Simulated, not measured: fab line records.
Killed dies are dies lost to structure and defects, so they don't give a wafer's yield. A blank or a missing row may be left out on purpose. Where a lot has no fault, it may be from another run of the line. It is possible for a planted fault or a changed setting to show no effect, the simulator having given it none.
fab line records :: flow nandHarc :: part 2 of 2: steps 27 to 40 of 40
record:
  lots: 5
  wafers: 15
  lastDay: 22
route steps=1159 shown P_GATE@145
lots with no fault: from the same line, run without faults
startH: the number of hours between the record's first day and the start of the first shown wafer of the lot :: waitH: time in hours since the lot's previous step :: " the same as in the row above :: L1.1+2: one row covering several wafers at once :: - no value present, or no start provided :: * or withheld: withheld :: < > ~ a bound
route shown NAME@n: a module of which the file shows steps, and the number in the route of the first :: usual: mean and standard deviation over wafers with no fault :: same: alike in all rows :: chamber/n: place in a boat :: sites: readings site by site :: _std_site: how widely they spread, as a standard deviation :: _edge_site: the outer-site mean with the inner-site mean subtracted :: radiusMm: for every site, how far away it sits from the centre of the wafer :: mask NAME#n: copy n :: behind: the tool/chamber that last shaped the wafer :: hold: why the lot went on hold/how many hours it stayed there/how the hold came to an end :: device: whichever transistor did not switch (one of n, p or np) :: end of line: the same wafers' tests at the end of the route :: step lacking rows: just its recipe :: killed: the dies lost at the first sort to structure and to defects; this is not the yield of the wafer :: map: a wafer's dies, marking killed ones x, the rest . and places with no die _
set.NAME: the setting the step ran with; set.NAME@STEP: the setting that earlier step ran with :: model.NAME: the simulator's own value behind a step, which no gauge read
lots at some steps of the route; a table a step, a row a wafer
services: from which hour (startH, from the record's first day; less than 0 if before it) a tool's chamber was out of use, for how many hours, and why
== steps ==
step: NHARC_P_GATE_HARDBAKE_47
recipe:
  tempC: 125
  timeS: 80
lot.wafer: L078.1+3+6
tool: lithoTrack-03
chamber: 0
startH: 121.42
waitH: -

lot.wafer: L083.3+4+6
tool: lithoTrack-05
chamber: 0
startH: 153.45
waitH: -

lot.wafer: L082.1+4+5
tool: lithoTrack-07
chamber: 0
startH: 153.74
waitH: -

lot.wafer: L085.2+5+6
tool: lithoTrack-07
chamber: 0
startH: 177.08
waitH: -

lot.wafer: L088.1+4+5
tool: lithoTrack-05
chamber: 0
startH: 195.76
waitH: -
step: NHARC_P_GATE_DESCUM_48
recipe:
  timeS: 3
  o2FlowSccm: 200
  arFlowSccm: 0
  biasPowerW: 0
  chemistry: O2
usual:
  drypumpMotorCurrentA: 5.8/0.5
  oesProductAu: 0.994/0.011
  rfVppV: 57.8/0.85
  showerheadPlenumPTorr: 1.93/0.09
  throttleValvePct: 11.313/0.0085
lot.wafer: L078.3
tool: rieDiel-08
chamber: 1
startH: 121.50
waitH: -
drypumpMotorCurrentA: 5.2
oesProductAu: 1.020
rfHoursCounterH: 62
rfVppV: 57.3
showerheadPlenumPTorr: 1.89
throttleValvePct: 11.304

lot.wafer: L078.1
tool: rieDiel-08
chamber: 0
startH: 121.50
waitH: -
drypumpMotorCurrentA: 5.6
oesProductAu: 0.996
rfHoursCounterH: 63
rfVppV: 58.5
showerheadPlenumPTorr: 1.98
throttleValvePct: 11.319

lot.wafer: L078.6
tool: rieDiel-08
chamber: 1
startH: 121.50
waitH: -
drypumpMotorCurrentA: 5.2
oesProductAu: 1.020
rfHoursCounterH: -
rfVppV: 58.4
showerheadPlenumPTorr: 1.89
throttleValvePct: 11.315

lot.wafer: L083.3
tool: rieDiel-08
chamber: 1
startH: 153.53
waitH: -
drypumpMotorCurrentA: 5.2
oesProductAu: 1.000
rfHoursCounterH: 8
rfVppV: 58.0
showerheadPlenumPTorr: 1.89
throttleValvePct: 11.304

lot.wafer: L083.4
tool: rieDiel-08
chamber: 0
startH: 153.53
waitH: -
drypumpMotorCurrentA: 5.6
oesProductAu: 0.981
rfHoursCounterH: 10
rfVppV: 58.2
showerheadPlenumPTorr: 1.97
throttleValvePct: 11.311

lot.wafer: L083.6
tool: rieDiel-08
chamber: 1
startH: 153.53
waitH: -
drypumpMotorCurrentA: 5.2
oesProductAu: 0.991
rfHoursCounterH: -
rfVppV: 56.1
showerheadPlenumPTorr: 1.89
throttleValvePct: 11.308

lot.wafer: L082.4
tool: rieDiel-01
chamber: 1
startH: 154.00
waitH: -
drypumpMotorCurrentA: 5.6
oesProductAu: 1.012
rfHoursCounterH: 2
rfVppV: 57.6
showerheadPlenumPTorr: 1.94
throttleValvePct: 11.315

lot.wafer: L082.1
tool: rieDiel-01
chamber: 0
startH: 154.00
waitH: -
drypumpMotorCurrentA: 6.0
oesProductAu: 0.992
rfHoursCounterH: 2
rfVppV: 57.8
showerheadPlenumPTorr: 2.08
throttleValvePct: 11.304

lot.wafer: L082.5
tool: rieDiel-01
chamber: 1
startH: 154.00
waitH: -
drypumpMotorCurrentA: 5.6
oesProductAu: 1.011
rfHoursCounterH: -
rfVppV: 58.0
showerheadPlenumPTorr: 1.94
throttleValvePct: 11.305

lot.wafer: L085.2
tool: rieDiel-07
chamber: 0
startH: 177.17
waitH: -
drypumpMotorCurrentA: 5.7
oesProductAu: 0.979
rfHoursCounterH: 25
rfVppV: 57.6
showerheadPlenumPTorr: 1.81
throttleValvePct: 11.297

lot.wafer: L085.5
tool: rieDiel-07
chamber: 3
startH: 177.17
waitH: -
drypumpMotorCurrentA: 6.8
oesProductAu: 1.001
rfHoursCounterH: -
rfVppV: 57.2
showerheadPlenumPTorr: 2.02
throttleValvePct: 11.308

lot.wafer: L085.6
tool: rieDiel-07
chamber: 0
startH: 177.17
waitH: -
drypumpMotorCurrentA: 5.7
oesProductAu: 0.979
rfHoursCounterH: -
rfVppV: 57.0
showerheadPlenumPTorr: 1.81
throttleValvePct: 11.304

lot.wafer: L088.1
tool: rieDiel-07
chamber: 0
startH: 195.89
waitH: -
drypumpMotorCurrentA: 5.7
oesProductAu: 0.976
rfHoursCounterH: 28
rfVppV: 60.0
showerheadPlenumPTorr: 1.81
throttleValvePct: 11.304

lot.wafer: L088.4
tool: rieDiel-07
chamber: 3
startH: 195.89
waitH: -
drypumpMotorCurrentA: 6.8
oesProductAu: 0.981
rfHoursCounterH: 25
rfVppV: 58.5
showerheadPlenumPTorr: 2.02
throttleValvePct: 11.317

lot.wafer: L088.5
tool: rieDiel-07
chamber: 0
startH: 195.89
waitH: -
drypumpMotorCurrentA: 5.7
oesProductAu: 0.972
rfHoursCounterH: -
rfVppV: 58.5
showerheadPlenumPTorr: 1.81
throttleValvePct: 11.321
step: NHARC_P_GATE_IMPLANT_49
recipe:
  energyKev: 30
  doseCm2: 3e+15
  tiltDeg: 7
lot.wafer: L078.1+3+6
tool: implanter-02
chamber: 0
startH: 121.65
waitH: 0.1

lot.wafer: L083.3+4+6
tool: implanter-02
chamber: 0
startH: 153.73
waitH: 0.2

lot.wafer: L082.1+4+5
tool: implanter-02
chamber: 0
startH: 154.14
waitH: 0.1

lot.wafer: L085.2+5+6
tool: implanter-02
chamber: 0
startH: 177.34
waitH: 0.1

lot.wafer: L088.1+4+5
tool: implanter-01
chamber: 0
startH: 196.04
waitH: 0.1
step: NHARC_P_GATE_STRIP_111
recipe:
  powerW: 1500
  tempC: 110
  timeS: 250
  chemistry: N2/H2
usual:
  drypumpMotorCurrentA: 5.4/0.41
  heaterPowerW: 101/7.9
lot.wafer: L078.1
tool: plasmaAsher-02
chamber: 0
startH: 121.92
waitH: 0.2
drypumpMotorCurrentA: 6.2
heaterPowerW: 103
rfHoursCounterH: 38

lot.wafer: L078.3
tool: plasmaAsher-02
chamber: 1
startH: 121.92
waitH: 0.2
drypumpMotorCurrentA: 5.2
heaterPowerW: 109
rfHoursCounterH: -

lot.wafer: L078.6
tool: plasmaAsher-02
chamber: 1
startH: 121.92
waitH: 0.2
drypumpMotorCurrentA: 5.2
heaterPowerW: 108
rfHoursCounterH: -

lot.wafer: L083.3
tool: plasmaAsher-02
chamber: 1
startH: 154.00
waitH: 0.2
drypumpMotorCurrentA: 5.3
heaterPowerW: 111
rfHoursCounterH: -

lot.wafer: L083.4
tool: plasmaAsher-02
chamber: 0
startH: 154.00
waitH: 0.2
drypumpMotorCurrentA: 6.2
heaterPowerW: 102
rfHoursCounterH: -

lot.wafer: L083.6
tool: plasmaAsher-02
chamber: 1
startH: 154.00
waitH: 0.2
drypumpMotorCurrentA: 5.2
heaterPowerW: 107
rfHoursCounterH: -

lot.wafer: L082.1
tool: plasmaAsher-01
chamber: 0
startH: 154.41
waitH: 0.2
drypumpMotorCurrentA: 5.3
heaterPowerW: 104
rfHoursCounterH: 12

lot.wafer: L082.4
tool: plasmaAsher-01
chamber: 0
startH: 154.41
waitH: 0.2
drypumpMotorCurrentA: 5.4
heaterPowerW: 101
rfHoursCounterH: -

lot.wafer: L082.5
tool: plasmaAsher-01
chamber: 1
startH: 154.41
waitH: 0.2
drypumpMotorCurrentA: 5.1
heaterPowerW: 91
rfHoursCounterH: -

lot.wafer: L085.2
tool: plasmaAsher-01
chamber: 1
startH: 177.58
waitH: 0.2
drypumpMotorCurrentA: 5.1
heaterPowerW: 91
rfHoursCounterH: 21

lot.wafer: L085.5
tool: plasmaAsher-01
chamber: 0
startH: 177.58
waitH: 0.2
drypumpMotorCurrentA: 5.3
heaterPowerW: 104
rfHoursCounterH: -

lot.wafer: L085.6
tool: plasmaAsher-01
chamber: 1
startH: 177.58
waitH: 0.2
drypumpMotorCurrentA: 5.1
heaterPowerW: 91
rfHoursCounterH: -

lot.wafer: L088.1
tool: plasmaAsher-02
chamber: 0
startH: 196.31
waitH: 0.2
drypumpMotorCurrentA: 6.1
heaterPowerW: 98
rfHoursCounterH: 1

lot.wafer: L088.4
tool: plasmaAsher-02
chamber: 1
startH: 196.31
waitH: 0.2
drypumpMotorCurrentA: 5.2
heaterPowerW: 111
rfHoursCounterH: -

lot.wafer: L088.5
tool: plasmaAsher-02
chamber: 1
startH: 196.31
waitH: 0.2
drypumpMotorCurrentA: 5.3
heaterPowerW: 117
rfHoursCounterH: -
step: NHARC_P_GATE_STRIP_75
recipe:
  powerW: 1500
  tempC: 250
  chemistry: O2
usual:
  drypumpMotorCurrentA: 5.5/0.41
  heaterPowerW: 378/30
lot.wafer: L078.1
tool: plasmaAsher-02
chamber: 0
startH: 122.18
waitH: 0.2
drypumpMotorCurrentA: 6.1
heaterPowerW: 381
rfHoursCounterH: 39

lot.wafer: L078.3
tool: plasmaAsher-02
chamber: 1
startH: 122.18
waitH: 0.2
drypumpMotorCurrentA: 5.2
heaterPowerW: 412
rfHoursCounterH: -

lot.wafer: L078.6
tool: plasmaAsher-02
chamber: 1
startH: 122.18
waitH: 0.2
drypumpMotorCurrentA: 5.2
heaterPowerW: 415
rfHoursCounterH: -

lot.wafer: L083.3
tool: plasmaAsher-02
chamber: 1
startH: 154.22
waitH: 0.2
drypumpMotorCurrentA: 5.2
heaterPowerW: 413
rfHoursCounterH: -

lot.wafer: L083.4
tool: plasmaAsher-02
chamber: 0
startH: 154.22
waitH: 0.2
drypumpMotorCurrentA: 6.2
heaterPowerW: 378
rfHoursCounterH: -

lot.wafer: L083.6
tool: plasmaAsher-02
chamber: 1
startH: 154.22
waitH: 0.2
drypumpMotorCurrentA: 5.2
heaterPowerW: 401
rfHoursCounterH: -

lot.wafer: L082.1
tool: plasmaAsher-01
chamber: 0
startH: 154.68
waitH: 0.2
drypumpMotorCurrentA: 5.3
heaterPowerW: 380
rfHoursCounterH: 12

lot.wafer: L082.4
tool: plasmaAsher-01
chamber: 0
startH: 154.68
waitH: 0.2
drypumpMotorCurrentA: 5.3
heaterPowerW: 378
rfHoursCounterH: -

lot.wafer: L082.5
tool: plasmaAsher-01
chamber: 1
startH: 154.68
waitH: 0.2
drypumpMotorCurrentA: 5.1
heaterPowerW: 340
rfHoursCounterH: -

lot.wafer: L085.2
tool: plasmaAsher-01
chamber: 1
startH: 177.84
waitH: 0.2
drypumpMotorCurrentA: 5.1
heaterPowerW: 343
rfHoursCounterH: 21

lot.wafer: L085.5
tool: plasmaAsher-01
chamber: 0
startH: 177.84
waitH: 0.2
drypumpMotorCurrentA: 5.4
heaterPowerW: 385
rfHoursCounterH: -

lot.wafer: L085.6
tool: plasmaAsher-01
chamber: 1
startH: 177.84
waitH: 0.2
drypumpMotorCurrentA: 5.1
heaterPowerW: 335
rfHoursCounterH: -

lot.wafer: L088.1
tool: plasmaAsher-02
chamber: 0
startH: 196.57
waitH: 0.2
drypumpMotorCurrentA: 6.1
heaterPowerW: 361
rfHoursCounterH: 1

lot.wafer: L088.4
tool: plasmaAsher-02
chamber: 1
startH: 196.57
waitH: 0.2
drypumpMotorCurrentA: 5.2
heaterPowerW: 423
rfHoursCounterH: -

lot.wafer: L088.5
tool: plasmaAsher-02
chamber: 1
startH: 196.57
waitH: 0.2
drypumpMotorCurrentA: 5.2
heaterPowerW: 412
rfHoursCounterH: -
step: NHARC_P_GATE_STRIP_50
recipe:
  timeS: 900
  tempC: 130
  chemistry: SPM
lot.wafer: L078.3+6+1
tool: wetBench-02
chamber: 6,2,3
startH: 122.32
waitH: 0.1

lot.wafer: L083.4+6+3
tool: wetBench-06
chamber: 1,3,6
startH: 154.35
waitH: 0.1

lot.wafer: L082.1+5+4
tool: wetBench-03
chamber: 1,4,5
startH: 154.82
waitH: 0.1

lot.wafer: L085.2+5+6
tool: wetBench-02
chamber: 7,0,2
startH: 177.98
waitH: 0.1

lot.wafer: L088.5+1+4
tool: wetBench-03
chamber: 3,5,7
startH: 196.72
waitH: 0.1
step: NHARC_P_GATE_DEHYDRATE_51
recipe:
  tempC: 150
  timeS: 120
lot.wafer: L078.1+3+6
tool: lithoTrack-03
chamber: 0
startH: 122.67
waitH: -

lot.wafer: L083.3+4+6
tool: lithoTrack-03
chamber: 0
startH: 154.70
waitH: -

lot.wafer: L082.1+4+5
tool: lithoTrack-05
chamber: 0
startH: 155.17
waitH: -

lot.wafer: L085.2+5+6
tool: lithoTrack-05
chamber: 0
startH: 178.32
waitH: -

lot.wafer: L088.1+4+5
tool: lithoTrack-03
chamber: 0
startH: 197.06
waitH: -
step: NHARC_P_GATE_HMDS_52
recipe:
  timeS: 30
lot.wafer: L078.1+3+6
tool: lithoTrack-03
chamber: 0
startH: -
waitH: -

lot.wafer: L083.3+4+6
tool: lithoTrack-03
chamber: 0
startH: -
waitH: -

lot.wafer: L082.1+4+5
tool: lithoTrack-05
chamber: 0
startH: -
waitH: -

lot.wafer: L085.2+5+6
tool: lithoTrack-05
chamber: 0
startH: -
waitH: -

lot.wafer: L088.1+4+5
tool: lithoTrack-03
chamber: 0
startH: -
waitH: -
step: NHARC_P_GATE_COAT_53
recipe:
  spinRpm: 3000
lot.wafer: L078.1+3+6
tool: lithoTrack-03
chamber: 0
startH: -
waitH: -

lot.wafer: L083.3+4+6
tool: lithoTrack-03
chamber: 0
startH: -
waitH: -

lot.wafer: L082.1+4+5
tool: lithoTrack-05
chamber: 0
startH: -
waitH: -

lot.wafer: L085.2+5+6
tool: lithoTrack-05
chamber: 0
startH: -
waitH: -

lot.wafer: L088.1+4+5
tool: lithoTrack-03
chamber: 0
startH: -
waitH: -
step: NHARC_P_GATE_SOFTBAKE_54
recipe:
  tempC: 122
  timeS: 95
lot.wafer: L078.1+3+6
tool: lithoTrack-03
chamber: 0
startH: -
waitH: -

lot.wafer: L083.3+4+6
tool: lithoTrack-03
chamber: 0
startH: -
waitH: -

lot.wafer: L082.1+4+5
tool: lithoTrack-05
chamber: 0
startH: -
waitH: -

lot.wafer: L085.2+5+6
tool: lithoTrack-05
chamber: 0
startH: -
waitH: -

lot.wafer: L088.1+4+5
tool: lithoTrack-03
chamber: 0
startH: -
waitH: -
step: NHARC_P_GATE_EBR_55
lot.wafer: L078.1+3+6
tool: lithoTrack-03
chamber: 0
startH: -
waitH: -

lot.wafer: L083.3+4+6
tool: lithoTrack-03
chamber: 0
startH: -
waitH: -

lot.wafer: L082.1+4+5
tool: lithoTrack-05
chamber: 0
startH: -
waitH: -

lot.wafer: L085.2+5+6
tool: lithoTrack-05
chamber: 0
startH: -
waitH: -

lot.wafer: L088.1+4+5
tool: lithoTrack-03
chamber: 0
startH: -
waitH: -
step: NHARC_P_GATE_EXPOSE_56
recipe:
  na: 0.6
  targetCdNm: 720
  doseMj: 14.81
  maskId: P_PSD
usual:
  stageVelMmS: 500.00/0.23
lot.wafer: L078.1
tool: krfScanner-03
chamber: 0
startH: 122.94
waitH: -
mask: P_PSD#0
stageVelMmS: 499.71

lot.wafer: L078.3
tool: krfScanner-03
chamber: 0
startH: 122.94
waitH: -
mask: P_PSD#0
stageVelMmS: 499.85

lot.wafer: L078.6
tool: krfScanner-03
chamber: 0
startH: 122.94
waitH: -
mask: P_PSD#0
stageVelMmS: 500.26

lot.wafer: L083.3
tool: krfScanner-02
chamber: 0
startH: 154.98
waitH: -
mask: P_PSD#0
stageVelMmS: 499.97

lot.wafer: L083.4
tool: krfScanner-02
chamber: 0
startH: 154.98
waitH: -
mask: P_PSD#0
stageVelMmS: 500.21

lot.wafer: L083.6
tool: krfScanner-02
chamber: 0
startH: 154.98
waitH: -
mask: P_PSD#0
stageVelMmS: 500.07

lot.wafer: L082.1
tool: krfScanner-04
chamber: 0
startH: 155.44
waitH: -
mask: P_PSD#0
stageVelMmS: 499.76

lot.wafer: L082.4
tool: krfScanner-04
chamber: 0
startH: 155.44
waitH: -
mask: P_PSD#0
stageVelMmS: 499.89

lot.wafer: L082.5
tool: krfScanner-04
chamber: 0
startH: 155.44
waitH: -
mask: P_PSD#0
stageVelMmS: 499.75

lot.wafer: L085.2
tool: krfScanner-03
chamber: 0
startH: 178.60
waitH: -
mask: P_PSD#0
stageVelMmS: 500.36

lot.wafer: L085.5
tool: krfScanner-03
chamber: 0
startH: 178.60
waitH: -
mask: P_PSD#0
stageVelMmS: 500.13

lot.wafer: L085.6
tool: krfScanner-03
chamber: 0
startH: 178.60
waitH: -
mask: P_PSD#0
stageVelMmS: 500.28

lot.wafer: L088.1
tool: krfScanner-03
chamber: 0
startH: 197.38
waitH: -
mask: P_PSD#0
stageVelMmS: 499.61

lot.wafer: L088.4
tool: krfScanner-03
chamber: 0
startH: 197.38
waitH: -
mask: P_PSD#0
stageVelMmS: 500.29

lot.wafer: L088.5
tool: krfScanner-03
chamber: 0
startH: 197.38
waitH: -
mask: P_PSD#0
stageVelMmS: 500.22
step: NHARC_P_GATE_PEB_57
recipe:
  pebTempC: 118
  pebTimeS: 85
lot.wafer: L078.1+3+6
tool: lithoTrack-03
chamber: 0
startH: 123.01
waitH: 0.1

lot.wafer: L083.3+4+6
tool: lithoTrack-07
chamber: 0
startH: 155.03
waitH: 0.1

lot.wafer: L082.1+4+5
tool: lithoTrack-03
chamber: 0
startH: 155.50
waitH: 0.1

lot.wafer: L085.2+5+6
tool: lithoTrack-03
chamber: 0
startH: 178.66
waitH: 0.1

lot.wafer: L088.1+4+5
tool: lithoTrack-05
chamber: 0
startH: 197.45
waitH: 0.1
step: NHARC_P_GATE_DEVELOP_58
recipe:
  timeS: 70
lot.wafer: L078.1+3+6
tool: lithoTrack-03
chamber: 0
startH: -
waitH: -

lot.wafer: L083.3+4+6
tool: lithoTrack-07
chamber: 0
startH: -
waitH: -

lot.wafer: L082.1+4+5
tool: lithoTrack-03
chamber: 0
startH: -
waitH: -

lot.wafer: L085.2+5+6
tool: lithoTrack-03
chamber: 0
startH: -
waitH: -

lot.wafer: L088.1+4+5
tool: lithoTrack-05
chamber: 0
startH: -
waitH: -
== services ==
tool: aldSin-01
chamber: -
startH: 89.35
hours: 0.8
kind: repair

tool: aldSin-02
chamber: 0
startH: 89.83
hours: 1.6
kind: repair

tool: aldSin-01
chamber: -
startH: 97.10
hours: 1.2
kind: repair

tool: rieSi-04
chamber: -
startH: 99.00
hours: 9.0
kind: pm

tool: rieSi-05
chamber: -
startH: 99.60
hours: 0.3
kind: repair

tool: plasmaAsher-01
chamber: -
startH: 106.08
hours: 9.0
kind: pm

tool: rieDiel-08
chamber: 2
startH: 107.24
hours: 12.5
kind: repair

tool: krfScanner-03
chamber: -
startH: 114.88
hours: 1.5
kind: repair

tool: rieDiel-07
chamber: 3
startH: 123.18
hours: 6.4
kind: repair

tool: rieDiel-08
chamber: -
startH: 124.80
hours: 9.0
kind: pm

tool: krfScanner-04
chamber: -
startH: 125.93
hours: 16.3
kind: repair

tool: rieDiel-01
chamber: 2
startH: 129.59
hours: 5.5
kind: repair

tool: wetBench-06
chamber: -
startH: 129.60
hours: 8.0
kind: pm

tool: rieSi-02
chamber: 0
startH: 135.37
hours: 3.4
kind: repair

tool: rieDiel-01
chamber: -
startH: 138.37
hours: 9.0
kind: pm

tool: wetBench-03
chamber: -
startH: 146.43
hours: 8.0
kind: pm

tool: implanter-01
chamber: -
startH: 150.75
hours: 4.6
kind: repair

tool: rieDiel-01
chamber: 0
startH: 161.94
hours: 4.9
kind: repair

tool: rieDiel-08
chamber: 2
startH: 164.66
hours: 7.4
kind: repair

tool: krfScanner-03
chamber: -
startH: 168.00
hours: 4.0
kind: pm

tool: wetBench-02
chamber: -
startH: 180.00
hours: 8.0
kind: pm

tool: aldSin-01
chamber: -
startH: 180.83
hours: 0.6
kind: repair

tool: plasmaAsher-02
chamber: -
startH: 183.27
hours: 9.0
kind: pm

tool: lithoTrack-07
chamber: -
startH: 189.00
hours: 7.0
kind: pm
